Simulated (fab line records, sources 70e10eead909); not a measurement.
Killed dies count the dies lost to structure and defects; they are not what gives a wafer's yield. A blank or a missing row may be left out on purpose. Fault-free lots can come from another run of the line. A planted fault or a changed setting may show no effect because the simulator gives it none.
Matching of chambers || flow nandHarc || NHARC_A_M1_ETCH_35 on rieDiel-01 has 4 sister chambers
The step etches the open film in N2/H2, target depth 40 nm, overetch 12 nm, time 43.94 s. 4 wafers are shown with their chamber, then 12 later ones without.

## EACH WAFER AND ITS CHAMBER
{"wafer": "L082.1", "chamber": 2, "showerheadPlenumPTorr (Torr)": 2.06}
{"wafer": "L087.2", "chamber": 1, "showerheadPlenumPTorr (Torr)": 1.96}
{"wafer": "L086.1", "chamber": 3, "showerheadPlenumPTorr (Torr)": 1.91}
{"wafer": "L086.5", "chamber": 0, "showerheadPlenumPTorr (Torr)": 2.13}

## WAFERS MISSING THEIR CHAMBER
{"wafer": "L085.3", "showerheadPlenumPTorr (Torr)": 2.13}
{"wafer": "L085.4", "showerheadPlenumPTorr (Torr)": 1.91}
{"wafer": "L085.5", "showerheadPlenumPTorr (Torr)": 1.91}
{"wafer": "L096.1", "showerheadPlenumPTorr (Torr)": 1.91}
{"wafer": "L096.2", "showerheadPlenumPTorr (Torr)": 1.96}
{"wafer": "L096.3", "showerheadPlenumPTorr (Torr)": 2.06}
{"wafer": "L096.4", "showerheadPlenumPTorr (Torr)": 2.13}
{"wafer": "L096.5", "showerheadPlenumPTorr (Torr)": 2.13}
{"wafer": "L096.6", "showerheadPlenumPTorr (Torr)": 1.91}
{"wafer": "L094.2", "showerheadPlenumPTorr (Torr)": 2.05}
{"wafer": "L094.4", "showerheadPlenumPTorr (Torr)": 1.91}
{"wafer": "L094.6", "showerheadPlenumPTorr (Torr)": 1.96}

## THE CHAMBER EACH PASSED THROUGH
{"wafer": "L085.3", "from the rows above": 0, "in truth": 0}
{"wafer": "L085.4", "from the rows above": 3, "in truth": 3}
{"wafer": "L085.5", "from the rows above": 3, "in truth": 3}
{"wafer": "L096.1", "from the rows above": 3, "in truth": 3}
{"wafer": "L096.2", "from the rows above": 1, "in truth": 1}
{"wafer": "L096.3", "from the rows above": 2, "in truth": 2}
{"wafer": "L096.4", "from the rows above": 0, "in truth": 0}
{"wafer": "L096.5", "from the rows above": 0, "in truth": 0}
{"wafer": "L096.6", "from the rows above": 3, "in truth": 3}
{"wafer": "L094.2", "from the rows above": 2, "in truth": 2}
{"wafer": "L094.4", "from the rows above": 3, "in truth": 3}
{"wafer": "L094.6", "from the rows above": 1, "in truth": 1}
Placed correctly: 12 of 12. Left unplaced by these rows: 0. Wrongly placed: 0.
How it was worked out, from the rows above alone: a wafer's distance from a chamber is the root of the sum, over the readings, of the square of ((its reading less the chamber's mean) divided by the reading's scatter). If the next closest chamber is less than 2 further off than the closest, the wafer can't be placed; otherwise it belongs to the closest. The mean given for a chamber averages the wafers shown for that chamber. The scatter (one wafer shown for each chamber): square how far every hidden wafer sits from the nearest shown wafer, average those squares and take the square root.
